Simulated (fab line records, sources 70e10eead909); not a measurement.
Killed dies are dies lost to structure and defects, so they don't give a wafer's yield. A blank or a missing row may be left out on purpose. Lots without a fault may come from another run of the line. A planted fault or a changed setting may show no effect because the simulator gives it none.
fab line records | flow nand_harc
record lots=24 wafers=72 last_day=24
route steps=1159 shown P_M2@343 P_BONDPAD@353 A_CHANNEL_FILL_D1@495
lots that met no fault: from a run of the same line without faults
start_h: hours from the record's first day to the start of the lot's first wafer shown | wait_h: hours since the lot's step before | " the same as in the row above | L1.1+2: a row that stands for several wafers | - no value, or no start given | * or withheld: withheld | < > ~ a bound
route shown NAME@n: a module of which the file shows steps, and the number in the route of the first | usual: mean/standard deviation of fault-free wafers | same: alike in all rows | chamber/n: place in a boat | sites: the reading at each site | _std_site: their standard deviation | _edge_site: outer sites' mean less inner sites' | radius_mm: how far each site lies from the wafer's centre | mask NAME#n: copy n | behind: the tool/chamber that last shaped the wafer | hold: why the lot was held/for how many hours/how that ended | device: the transistor (n, p or np) that didn't switch | end of line: the same wafers' tests at the end of the route | a step without rows: its recipe alone | killed: dies lost to structure and defects at the first sort, not the wafer's yield | map: a wafer's dies, x killed, . not, _ none there
set.NAME: the setting as run; set.NAME@STEP: as run at that earlier step | model.NAME: the simulator's own value behind a step, which no gauge read
steps of the route over a sample of lots; a table a step, a row a wafer
services: from which hour (start_h, from the record's first day; less than 0 if before it) a tool's chamber was out of use, for how many hours, and why
## steps
# step NHARC_P_M2_ANNEAL_31
# recipe temp_c=225 time_s=90
# usual anneal_temp_c_max=226.2/0.34 wafer_temp_C_max=226.3/0.64
# columns lot.wafer tool chamber start_h wait_h anneal_temp_c_max wafer_temp_C_max
L074.2 rtp_anneal-01 0 129.52 0.4 226.3 226.4
L074.3 " 0 " " 226.1 227.3
L074.6 " 0 " " 226.7 226.8
L076.2 rtp_anneal-02 0 141.70 - 226.1 225.5
L076.5 " 0 " " 226.1 225.6
L076.6 " 0 " " 225.9 225.4
L075.3 rtp_anneal-02 0 142.21 0.3 226.0 225.4
L075.4 " 0 " " 225.8 225.4
L075.5 " 0 " " 226.0 225.4
L078.3 rtp_anneal-01 0 150.32 - 226.8 226.8
L078.4 " 0 " " 226.6 227.5
L078.5 " 0 " " 226.7 226.7
L077.3 rtp_anneal-01 0 154.66 - 226.2 226.8
L077.5 " 0 " " 226.8 227.0
L077.6 " 0 " " 227.0 226.7
L080.1 rtp_anneal-01 0 155.54 - 226.6 226.4
L080.5 " 0 " " 225.9 227.3
L080.6 " 0 " " 227.1 226.7
L079.2 rtp_anneal-02 0 156.35 0.4 226.1 225.9
L079.3 " 0 " " 225.9 226.1
L079.6 " 0 " " 226.0 226.0
L081.1 rtp_anneal-01 0 167.04 - 226.4 227.0
L081.2 " 0 " " 226.5 226.9
L081.6 " 0 " " 226.2 226.9
L083.2 rtp_anneal-01 0 176.90 0.4 227.0 226.7
L083.3 " 0 " " 226.1 226.3
L083.4 " 0 " " 226.2 226.6
L082.2 rtp_anneal-02 0 182.14 0.4 226.1 225.8
L082.4 " 0 " " 226.2 225.7
L082.6 " 0 " " 225.8 225.7
L084.1 rtp_anneal-01 0 191.16 - 226.5 226.7
L084.5 " 0 " " 226.3 226.6
L084.6 " 0 " " 226.3 226.3
L087.2 rtp_anneal-02 0 204.51 - 226.1 225.6
L087.3 " 0 " " 226.2 225.9
L087.5 " 0 " " 225.8 225.5
L085.1 rtp_anneal-01 0 204.98 - 226.2 226.6
L085.5 " 0 " " 225.9 227.8
L085.6 " 0 " " 226.1 227.3
L086.2 rtp_anneal-01 0 205.60 0.3 226.6 226.3
L086.3 " 0 " " 226.6 225.9
L086.5 " 0 " " 226.6 226.8
L089.2 rtp_anneal-01 0 220.54 - 226.9 226.4
L089.3 " 0 " " 225.9 226.2
L089.5 " 0 " " 226.5 227.2
L088.2 rtp_anneal-02 0 220.95 0.3 226.4 225.8
L088.4 " 0 " " 226.0 226.2
L088.5 " 0 " " 226.4 225.7
L091.1 rtp_anneal-01 0 226.29 0.3 226.9 227.4
L091.5 " 0 " " 226.4 226.4
L091.6 " 0 " " 226.5 227.0
L090.1 rtp_anneal-02 0 227.08 0.3 225.9 225.7
L090.3 " 0 " " 226.1 225.7
L090.5 " 0 " " 226.0 225.6
L093.2 rtp_anneal-02 0 233.48 - 226.0 225.2
L093.3 " 0 " " 226.0 225.7
L093.6 " 0 " " 226.3 225.7
L092.1 rtp_anneal-01 0 233.89 0.3 226.3 227.4
L092.4 " 0 " " 226.5 226.8
L092.6 " 0 " " 226.9 226.5
L094.1 rtp_anneal-02 0 245.72 - 226.0 225.9
L094.3 " 0 " " 226.0 225.8
L094.5 " 0 " " 226.3 225.8
L095.3 rtp_anneal-02 0 251.08 - 226.0 226.3
L095.5 " 0 " " 225.8 226.0
L095.6 " 0 " " 225.7 225.8
L096.1 rtp_anneal-02 0 251.98 - 226.3 225.7
L096.2 " 0 " " 226.1 225.5
L096.3 " 0 " " 225.7 225.6
L097.2 rtp_anneal-01 0 268.49 - 226.3 226.7
L097.3 " 0 " " 226.2 226.3
L097.5 " 0 " " 226.8 226.3
# step NHARC_P_BONDPAD_THK_MEAS_33
# recipe thk_meas_gauge=ellipsometry
# usual thk_nm=199.8/1.4
# columns lot.wafer tool chamber start_h wait_h thk_nm
L074.2 film_metro-02 - 131.54 0.2 202.0
L074.3 " - " " 200.7
L074.6 " - " " 198.9
L076.2 film_metro-02 - 143.85 0.2 198.6
L076.5 " - " " 200.1
L076.6 " - " " 200.3
L075.3 film_metro-02 - 144.28 0.2 200.4
L075.4 " - " " 201.7
L075.5 " - " " 199.4
L078.3 film_metro-01 - 152.25 0.2 199.1
L078.4 " - " " 199.0
L078.5 " - " " 198.1
L077.3 film_metro-01 - 156.61 0.2 200.2
L077.5 " - " " 198.9
L077.6 " - " " 199.5
L080.1 film_metro-02 - 157.62 0.1 199.4
L080.5 " - " " 197.8
L080.6 " - " " 197.5
L079.2 film_metro-02 - 158.31 0.2 199.9
L079.3 " - " " 199.8
L079.6 " - " " 199.3
L081.1 film_metro-02 - 169.10 0.2 199.3
L081.2 " - " " 201.3
L081.6 " - " " 201.2
L083.2 film_metro-01 - 178.88 0.2 197.2
L083.3 " - " " 199.0
L083.4 " - " " 200.6
L082.2 film_metro-02 - 184.15 0.2 201.8
L082.4 " - " " 200.8
L082.6 " - " " 200.1
L084.1 film_metro-02 - 193.18 0.2 198.4
L084.5 " - " " 200.3
L084.6 " - " " 201.1
L087.2 film_metro-02 - 206.64 0.1 200.2
L087.3 " - " " 201.6
L087.5 " - " " 202.6
L085.1 film_metro-01 - 207.03 0.2 198.9
L085.5 " - " " 200.5
L085.6 " - " " 200.1
L086.2 film_metro-02 - 207.92 0.2 202.5
L086.3 " - " " 200.4
L086.5 " - " " 199.3
L089.2 film_metro-02 - 222.55 0.2 198.9
L089.3 " - " " 198.1
L089.5 " - " " 200.7
L088.2 film_metro-01 - 222.91 0.2 199.9
L088.4 " - " " 200.0
L088.5 " - " " 202.0
L091.1 film_metro-01 - 228.35 0.1 201.0
L091.5 " - " " 201.0
L091.6 " - " " 198.4
L090.1 film_metro-02 - 229.21 0.2 198.4
L090.3 " - " " 199.8
L090.5 " - " " 201.1
L093.2 film_metro-02 - 235.77 0.2 199.5
L093.3 " - " " 199.8
L093.6 " - " " 200.9
L092.1 film_metro-02 - 235.91 0.2 200.6
L092.4 " - " " 202.0
L092.6 " - " " 201.4
L094.1 film_metro-02 - 247.85 0.2 200.9
L094.3 " - " " 199.1
L094.5 " - " " 200.0
L095.3 film_metro-01 - 253.11 0.2 199.4
L095.5 " - " " 198.8
L095.6 " - " " 199.4
L096.1 film_metro-01 - 253.99 0.1 199.6
L096.2 " - " " 201.8
L096.3 " - " " 200.0
L097.2 film_metro-01 - 270.47 0.2 196.8
L097.3 " - " " 199.4
L097.5 " - " " 198.4
# step NHARC_A_CHANNEL_FILL_D1_ALD_15
# recipe target_thk_a=20 pulse_time_s=60 ald_cycles=19 temp_c=630 pressure_torr=2 material=SiNx
# usual precursor_pulse_height_rel=1.000/0.019
# columns lot.wafer tool chamber start_h wait_h precursor_pulse_height_rel
L074.2 ald_sin_batch-01 0 - - 1.006
L074.3 " 0 " " 1.003
L074.6 " 0 " " 1.006
L075.3 ald_sin_batch-02 0 - - 1.013
L075.4 " 0 " " 1.006
L075.5 " 0 " " 0.942
L076.2 ald_sin_batch-02 0 - - 1.009
L076.5 " 0 " " 1.065
L076.6 " 0 " " 0.976
L077.3 ald_sin_batch-02 0 - - 1.009
L077.5 " 0 " " 0.982
L077.6 " 0 " " 0.979
L080.1 ald_sin_batch-02 0 - - 0.981
L080.5 " 0 " " 0.968
L080.6 " 0 " " 1.025
L078.3 ald_sin_batch-01 0 - - 1.038
L078.4 " 0 " " 0.998
L078.5 " 0 " " 1.003
L079.2 ald_sin_batch-01 0 - - 0.962
L079.3 " 0 " " 1.020
L079.6 " 0 " " 1.022
L081.1 ald_sin_batch-02 0 - - 0.999
L081.2 " 0 " " 0.987
L081.6 " 0 " " 0.977
L082.2 ald_sin_batch-02 0 - - 1.011
L082.4 " 0 " " 1.024
L082.6 " 0 " " 1.031
L083.2 ald_sin_batch-02 0 - - 1.005
L083.3 " 0 " " 0.970
L083.4 " 0 " " 1.023
L084.1 ald_sin_batch-03 0 - - 0.999
L084.5 " 0 " " 1.005
L084.6 " 0 " " 0.987
L086.2 ald_sin_batch-03 0 - - 0.961
L086.3 " 0 " " 1.021
L086.5 " 0 " " 0.991
L087.2 ald_sin_batch-03 0 - - 0.996
L087.3 " 0 " " 1.012
L087.5 " 0 " " 1.007
L085.1 ald_sin_batch-02 0 - - 1.011
L085.5 " 0 " " 1.023
L085.6 " 0 " " 1.019
L088.2 ald_sin_batch-02 0 - - 0.998
L088.4 " 0 " " 0.985
L088.5 " 0 " " 1.016
L089.2 ald_sin_batch-02 0 - - 0.979
L089.3 " 0 " " 1.002
L089.5 " 0 " " 1.011
L090.1 ald_sin_batch-01 0 - - 1.043
L090.3 " 0 " " 1.015
L090.5 " 0 " " 1.007
L091.1 ald_sin_batch-01 0 - - 0.998
L091.5 " 0 " " 1.013
L091.6 " 0 " " 1.005
L092.1 ald_sin_batch-01 0 - - 0.986
L092.4 " 0 " " 1.007
L092.6 " 0 " " 0.997
L093.2 ald_sin_batch-01 0 - - 1.002
L093.3 " 0 " " 1.027
L093.6 " 0 " " 0.998
L094.1 ald_sin_batch-03 0 - - 1.013
L094.3 " 0 " " 0.958
L094.5 " 0 " " 1.020
L095.3 ald_sin_batch-01 0 - - 1.015
L095.5 " 0 " " 1.001
L095.6 " 0 " " 0.982
L096.1 ald_sin_batch-01 0 - - 0.967
L096.2 " 0 " " 0.988
L096.3 " 0 " " 1.006
L097.2 ald_sin_batch-01 0 - - 0.994
L097.3 " 0 " " 0.992
L097.5 " 0 " " 0.978
# step NHARC_A_CHANNEL_FILL_D1_STRIP_28
# recipe time_s=20 o2_flow_sccm=500 ar_flow_sccm=0 bias_w=0 chemistry=O2
# usual drypump_motor_current_A=6.1/0.41 oes_product_au=0.998/0.0068 rf_vpp_V=57.9/0.91 showerhead_plenum_p_Torr=3.61/0.15 throttle_valve_pct=17.035/0.009
# same bias_w=0
# columns lot.wafer tool chamber start_h wait_h drypump_motor_current_A oes_product_au rf_hours_counter_h rf_vpp_V showerhead_plenum_p_Torr throttle_valve_pct
L074.2 rie_diel-08 2 219.19 0.1 6.2 0.996 2 58.1 3.79 17.052
L074.3 " 3 " " 5.9 0.992 3 57.4 3.59 17.041
L074.6 " 0 " " 6.4 0.999 - 58.9 3.77 17.049
L076.2 rie_diel-07 2 223.91 0.1 5.8 0.992 5 58.6 3.78 17.036
L076.6 " 0 " " 5.4 0.988 - 54.5 3.33 17.040
L076.5 " 1 " " 6.7 0.995 - 58.0 3.59 17.036
L075.3 rie_diel-08 0 223.93 0.1 6.4 0.987 3 59.0 3.77 17.035
L075.4 " 2 " " 6.3 0.979 - 59.0 3.79 17.051
L075.5 " 3 " " 5.9 1.000 - 58.0 3.59 17.033
L079.3 rie_diel-11 2 230.99 0.1 5.8 1.003 5 57.7 3.35 17.017
L079.2 " 0 " " 5.6 1.004 6 58.4 3.72 17.041
L079.6 " 3 " " 5.8 1.000 - 57.7 3.58 17.018
L077.3 rie_diel-08 1 231.00 0.1 6.5 1.001 2 57.5 3.68 17.035
L077.5 " 2 " " 6.3 0.988 - 58.0 3.79 17.040
L077.6 " 3 " " 5.9 0.991 - 56.8 3.59 17.023
L080.1 rie_diel-07 3 231.04 0.1 6.3 1.010 6 57.7 3.59 17.018
L080.5 " 0 " " 5.4 0.991 - 57.5 3.33 17.028
L080.6 " 1 " " 6.7 1.001 - 56.5 3.59 17.036
L078.4 rie_diel-07 2 231.06 0.1 5.8 1.004 6 59.3 3.78 17.025
L078.3 " 1 " " 6.7 0.998 5 56.3 3.59 17.050
L078.5 " 2 " " 5.8 0.999 - 59.5 3.78 17.046
L081.1 rie_diel-08 0 246.81 0.1 6.4 1.018 3 58.0 3.77 17.029
L081.2 " 2 " " 6.3 0.994 3 57.7 3.79 17.020
L081.6 " 0 " " 6.4 1.001 - 58.4 3.77 17.034
L082.4 rie_diel-07 3 261.01 0.1 6.3 1.001 0 56.9 3.59 17.025
L082.2 " 1 " " 6.7 0.995 0 57.5 3.59 17.032
L082.6 " 0 " " 5.4 1.008 - 57.7 3.33 17.035
L083.4 rie_diel-08 2 261.01 0.1 6.3 0.998 3 59.4 3.79 17.041
L083.2 " 0 " " 6.4 0.999 4 58.1 3.77 17.046
L083.3 " 1 " " 6.5 1.002 3 60.0 3.68 17.031
L084.1 rie_diel-07 2 274.38 0.1 5.8 0.989 1 58.2 3.78 17.038
L084.6 " 2 " " 5.8 0.994 - 57.5 3.78 17.036
L084.5 " 3 " " 6.3 0.993 - 57.3 3.59 17.038
L086.3 rie_diel-07 3 282.78 0.1 6.3 1.001 1 59.3 3.59 17.050
L086.2 " 1 " " 6.6 1.000 1 58.0 3.59 17.052
L086.5 " 3 " " 6.3 1.001 - 58.1 3.58 17.040
L087.2 rie_diel-08 1 282.78 0.1 6.5 0.996 3 59.1 3.68 17.046
L087.3 " 2 " " 6.3 0.995 4 59.3 3.79 17.029
L087.5 " 1 " " 6.5 0.990 - 57.9 3.68 17.030
L085.1 rie_diel-07 0 285.83 0.1 5.5 1.004 1 57.4 3.33 17.030
L085.5 " 1 " " 6.7 1.010 - 58.6 3.59 17.032
L085.6 " 2 " " 5.8 1.000 - 57.8 3.78 17.037
L088.4 rie_diel-08 0 299.10 0.1 6.4 0.991 5 59.2 3.76 17.027
L088.2 " 1 " " 6.5 0.997 3 59.1 3.68 17.039
L088.5 " 3 " " 5.9 0.983 - 58.6 3.58 17.037
L089.2 rie_diel-07 0 299.10 0.1 5.4 1.008 1 57.1 3.33 17.030
L089.3 " 1 " " 6.6 0.999 1 57.4 3.59 17.044
L089.5 " 3 " " 6.3 1.002 - 57.1 3.58 17.031
L091.1 rie_diel-11 1 303.57 0.1 5.6 0.997 19 57.5 3.74 17.036
L091.5 " 3 " " 5.8 0.993 - 58.2 3.57 17.049
L091.6 " 0 " " 5.6 1.001 - 56.7 3.71 17.040
L090.3 rie_diel-07 3 303.57 0.1 6.3 1.002 2 57.0 3.58 17.023
L090.1 " 2 " " 5.8 1.001 2 57.6 3.78 17.038
L090.5 " 0 " " 5.4 0.999 - 58.1 3.33 17.030
L093.2 rie_diel-07 2 310.65 0.1 5.8 1.002 2 58.0 3.78 17.039
L093.3 " 3 " " 6.3 1.003 2 58.6 3.58 17.027
L093.6 " 2 " " 5.8 0.995 - 58.5 3.77 17.031
L092.1 rie_diel-07 3 310.69 0.1 6.3 0.994 2 57.7 3.58 17.027
L092.4 " 0 " " 5.5 0.989 2 57.5 3.33 17.038
L092.6 " 1 " " 6.7 0.989 - 56.7 3.59 17.041
L094.3 rie_diel-07 0 325.56 0.1 5.5 1.004 2 57.7 3.33 17.040
L094.1 " 2 " " 5.8 1.005 3 57.8 3.78 17.042
L094.5 " 0 " " 5.4 0.999 - 57.3 3.33 17.035
L096.2 rie_diel-11 1 325.58 0.1 5.6 0.988 23 58.2 3.74 17.040
L096.3 " 2 " " 5.8 0.993 15 57.8 3.34 17.028
L096.1 " 0 " " 5.6 1.003 23 59.0 3.71 17.039
L095.3 rie_diel-08 0 325.58 0.1 6.4 0.999 0 57.8 3.76 17.030
L095.5 " 0 " " 6.4 1.009 - 57.9 3.76 17.037
L095.6 " 1 " " 6.5 0.994 - 59.4 3.68 17.032
L097.2 rie_diel-07 2 352.68 0.1 5.8 0.998 4 59.2 3.77 17.028
L097.3 " 3 " " 6.4 1.000 3 59.4 3.58 17.030
L097.5 " 1 " " 6.7 1.008 - 57.9 3.59 17.030
# step NHARC_A_CHANNEL_FILL_D1_ALD_25
# recipe target_thk_a=600 pulse_time_s=10 ald_cycles=600 temp_c=300 material=SiOx
# usual heater_power_w=465/42 precursor_pulse_height_rel=1.002/0.021
# columns lot.wafer tool chamber start_h wait_h heater_power_w precursor_pulse_height_rel since_wet_clean_h
L074.3 ald_hk-04 2 231.24 0.1 411 0.995 165
L074.2 " 1 233.05 1.9 500 1.026 167
L074.6 " 3 234.26 3.1 444 1.015 -
L075.4 ald_hk-03 3 235.98 0.5 401 0.985 82
L075.3 " 0 " " 456 1.024 82
L075.5 " 0 239.03 3.5 458 0.991 -
L076.2 ald_hk-04 1 237.39 1.9 499 0.986 171
L076.5 " 2 " " 401 1.012 -
L076.6 " 3 " " 440 0.968 -
L079.2 ald_hk-03 3 243.27 0.7 412 1.009 89
L079.3 " 0 " " 463 0.970 90
L079.6 " 3 245.70 3.1 409 1.011 -
L077.3 ald_hk-01 3 244.55 1.9 491 1.020 6
L077.5 " 0 " " 434 0.985 -
L077.6 " 1 " " 405 1.011 -
L078.4 ald_hk-01 2 246.43 3.8 495 0.990 8
L078.3 " 3 " " 477 1.052 9
L078.5 " 2 248.86 6.3 507 1.005 -
L080.1 ald_hk-03 1 247.53 4.9 496 1.026 93
L080.6 " 3 248.74 6.1 416 0.957 -
L080.5 " 0 " " 455 1.001 -
L081.2 ald_hk-01 2 261.33 1.3 493 1.002 23
L081.1 " 3 " " 497 1.019 24
L081.6 " 0 " " 434 1.034 -
L083.3 ald_hk-01 0 272.82 0.1 436 0.992 35
L083.4 " 1 " " 417 1.013 35
L083.2 " 3 274.70 1.9 487 1.022 37
L082.4 ald_hk-03 3 272.83 0.0 422 1.010 119
L082.2 " 2 274.69 1.9 517 0.989 120
L082.6 " 0 275.94 3.2 464 1.009 -
L084.1 ald_hk-04 2 287.98 1.9 445 1.017 40
L084.5 " 3 " " 427 0.962 -
L084.6 " 0 " " 535 1.012 -
L085.1 ald_hk-03 2 294.53 0.1 528 0.979 140
L085.5 " 2 297.01 2.5 525 1.001 -
L085.6 " 3 " " 422 0.989 -
L086.2 ald_hk-04 3 294.54 0.1 419 0.975 47
L086.3 " 0 " " 530 0.989 47
L086.5 " 0 297.58 3.1 531 1.006 -
L087.2 ald_hk-01 0 295.14 0.7 430 0.991 57
L087.3 " 1 " " 415 0.985 58
L087.5 " 0 297.57 3.1 433 1.024 -
L089.2 ald_hk-03 1 311.15 0.1 493 0.957 157
L089.3 " 0 312.97 1.9 460 1.022 159
L089.5 " 2 314.18 3.1 536 0.999 -
L088.4 ald_hk-01 0 311.15 0.1 442 1.059 73
L088.2 " 2 312.38 1.3 506 1.018 74
L088.5 " 1 314.23 3.1 415 1.009 -
L091.1 ald_hk-04 1 315.89 0.7 484 1.002 68
L091.5 " 0 317.71 2.5 530 0.985 -
L091.6 " 1 " " 490 1.029 -
L090.3 ald_hk-01 2 315.89 0.7 523 1.026 78
L090.1 " 0 317.10 1.9 432 0.987 79
L090.5 " 2 318.32 3.1 501 1.023 -
L093.2 ald_hk-03 2 323.03 0.7 537 0.982 169
L093.3 " 0 324.25 1.9 462 1.019 170
L093.6 " 2 325.47 3.1 531 1.032 -
L092.4 ald_hk-01 0 323.04 0.7 433 0.985 85
L092.1 " 2 324.27 1.9 496 0.987 86
L092.6 " 3 " " 485 0.986 -
L094.1 ald_hk-04 2 337.06 0.1 442 0.984 89
L094.3 " 1 338.97 2.0 493 1.015 91
L094.5 " 3 340.24 3.2 426 1.006 -
L096.3 ald_hk-03 1 337.76 0.8 492 0.981 3
L096.1 " 2 " " 536 0.985 4
L096.2 " 3 " " 422 0.987 4
L095.3 ald_hk-01 1 338.96 1.9 417 0.994 101
L095.6 " 0 340.81 3.8 452 1.015 -
L095.5 " 1 " " 411 0.997 -
L097.3 ald_hk-03 1 367.57 3.5 478 1.003 33
L097.2 " 2 " " 518 1.022 33
L097.5 " 1 370.02 5.9 497 0.986 -
# step NHARC_A_CHANNEL_FILL_D1_RTA_24
# recipe temp_c=1000 time_s=5
# usual anneal_temp_c_max=1005.7/1.3 lamp_power_pct=33.1/1.4 lamp_zone_4_pct=33.1/1.4 wafer_temp_C_max=1006.1/2.6
# columns lot.wafer tool chamber start_h wait_h anneal_temp_c_max lamp_power_pct lamp_zone_4_pct wafer_temp_C_max
L074.2 rtp_anneal-01 0 243.07 0.1 1007.6 34.2 34.2 1007.0
L074.3 " 0 " " 1005.2 34.3 34.2 1009.5
L074.6 " 0 " " 1006.2 34.2 34.2 1007.6
L075.3 rtp_anneal-01 0 247.35 0.1 1007.5 34.3 34.2 1009.0
L075.4 " 0 " " 1005.9 34.2 34.2 1007.7
L075.5 " 0 " " 1005.9 34.2 34.2 1005.5
L076.2 rtp_anneal-01 0 247.49 0.2 1006.6 34.3 34.2 1005.7
L076.5 " 0 " " 1005.4 34.2 34.2 1008.3
L076.6 " 0 " " 1006.2 34.2 34.3 1006.7
L079.2 rtp_anneal-01 0 254.46 0.1 1005.2 34.2 34.2 1007.3
L079.3 " 0 " " 1006.3 34.2 34.2 1008.3
L079.6 " 0 " " 1007.8 34.2 34.2 1007.4
L077.3 rtp_anneal-02 0 254.49 0.1 1004.6 31.2 31.3 1004.3
L077.5 " 0 " " 1003.6 31.3 31.2 1003.1
L077.6 " 0 " " 1005.7 31.2 31.3 1002.8
L080.1 rtp_anneal-01 0 257.94 0.0 1007.7 34.3 34.2 1007.8
L080.5 " 0 " " 1005.6 34.2 34.2 1008.5
L080.6 " 0 " " 1005.2 34.2 34.2 1009.3
L078.3 rtp_anneal-02 0 258.00 0.1 1004.2 31.3 31.4 1002.7
L078.4 " 0 " " 1005.2 31.3 31.3 1003.1
L078.5 " 0 " " 1003.3 31.3 31.3 1003.2
L081.1 rtp_anneal-01 0 271.78 0.0 1004.9 34.2 34.3 1009.4
L081.2 " 0 " " 1005.8 34.2 34.2 1006.8
L081.6 " 0 " " 1007.8 34.3 34.3 1010.3
L083.2 rtp_anneal-01 0 284.75 0.1 1006.0 34.1 34.1 1006.8
L083.3 " 0 " " 1006.6 34.1 34.2 1010.9
L083.4 " 0 " " 1006.5 34.1 34.1 1006.4
L082.2 rtp_anneal-02 0 284.81 0.1 1004.3 31.3 31.2 1003.0
L082.4 " 0 " " 1003.8 31.3 31.3 1004.0
L082.6 " 0 " " 1004.5 31.3 31.3 1002.5
L084.1 rtp_anneal-01 0 297.99 0.2 1009.3 34.2 34.3 1007.0
L084.5 " 0 " " 1006.0 34.2 34.2 1007.2
L084.6 " 0 " " 1006.5 34.2 34.2 1007.2
L085.1 rtp_anneal-01 0 306.42 0.1 1007.3 34.3 34.2 1008.8
L085.5 " 0 " " 1006.7 34.2 34.2 1009.6
L085.6 " 0 " " 1007.2 34.2 34.2 1007.4
L087.2 rtp_anneal-01 0 306.62 0.3 1006.5 34.2 34.2 1006.5
L087.3 " 0 " " 1006.5 34.2 34.2 1005.7
L087.5 " 0 " " 1003.4 34.2 34.2 1010.7
L086.2 rtp_anneal-01 0 306.79 0.4 1006.6 34.2 34.2 1007.4
L086.3 " 0 " " 1005.5 34.2 34.2 1008.5
L086.5 " 0 " " 1006.8 34.2 34.2 1009.0
L088.2 rtp_anneal-01 0 323.04 0.1 1005.7 34.2 34.2 1007.2
L088.4 " 0 " " 1006.0 34.3 34.2 1006.4
L088.5 " 0 " " 1006.5 34.2 34.2 1008.0
L089.2 rtp_anneal-02 0 323.21 0.3 1006.2 31.3 31.3 1003.2
L089.3 " 0 " " 1005.5 31.3 31.3 1003.1
L089.5 " 0 " " 1003.2 31.3 31.3 1003.1
L090.1 rtp_anneal-01 0 327.89 0.0 1006.1 34.2 34.2 1008.0
L090.3 " 0 " " 1004.6 34.2 34.2 1008.3
L090.5 " 0 " " 1004.7 34.2 34.2 1007.3
L091.1 rtp_anneal-02 0 327.97 0.0 1004.6 31.3 31.4 1002.9
L091.5 " 0 " " 1004.8 31.3 31.3 1004.5
L091.6 " 0 " " 1005.2 31.3 31.3 1003.9
L093.2 rtp_anneal-02 0 334.26 0.1 1004.4 31.2 31.2 1003.2
L093.3 " 0 " " 1004.2 31.3 31.2 1002.3
L093.6 " 0 " " 1005.0 31.3 31.2 1004.0
L092.1 rtp_anneal-02 0 334.40 0.2 1003.6 31.4 31.4 1003.2
L092.4 " 0 " " 1005.9 31.3 31.3 1003.8
L092.6 " 0 " " 1005.2 31.3 31.3 1003.7
L094.1 rtp_anneal-01 0 349.16 0.1 1006.5 34.2 34.2 1004.3
L094.3 " 0 " " 1006.3 34.2 34.1 1007.0
L094.5 " 0 " " 1006.0 34.2 34.2 1006.1
L096.1 rtp_anneal-01 0 349.33 0.3 1008.0 34.2 34.2 1009.7
L096.2 " 0 " " 1005.2 34.2 34.2 1010.1
L096.3 " 0 " " 1004.8 34.2 34.3 1006.8
L095.3 rtp_anneal-02 0 349.52 0.5 1006.3 31.2 31.3 1003.9
L095.5 " 0 " " 1006.3 31.3 31.3 1002.4
L095.6 " 0 " " 1004.6 31.3 31.3 1002.8
L097.2 rtp_anneal-02 0 378.66 0.1 1003.7 31.3 31.3 1003.2
L097.3 " 0 " " 1003.4 31.3 31.3 1002.8
L097.5 " 0 " " 1003.8 31.3 31.3 1003.0
## services
# columns tool chamber start_h hours kind
rie_diel-07 - 117.51 0.3 repair
rie_diel-07 0 120.89 - clean
rie_diel-08 - 124.80 9.0 pm
rie_diel-11 2 140.05 15.5 repair
ald_hk-03 - 145.46 10.0 pm
ald_hk-04 - 187.79 0.7 repair
rie_diel-11 - 189.50 9.0 pm
rie_diel-08 1 202.52 26.2 repair
rie_diel-07 - 209.87 2.0 repair
ald_hk-01 - 229.41 10.0 pm
rie_diel-07 - 239.89 9.0 pm
rie_diel-11 2 242.59 42.5 repair
ald_sin_batch-01 - 243.72 30.3 repair
rie_diel-07 3 252.40 6.6 repair
ald_sin_batch-02 - 257.09 7.8 repair
rie_diel-07 - 277.41 0.4 repair
rtp_anneal-02 - 300.00 12.0 pm
rie_diel-11 - 301.23 0.3 repair
rie_diel-08 - 301.80 9.0 pm
ald_sin_batch-03 - 314.00 26.0 pm
ald_hk-01 - 343.87 0.8 repair
ald_sin_batch-01 - 350.20 2.7 repair
rie_diel-08 - 359.83 0.8 repair
rie_diel-11 - 366.53 9.0 pm
## key
fault none
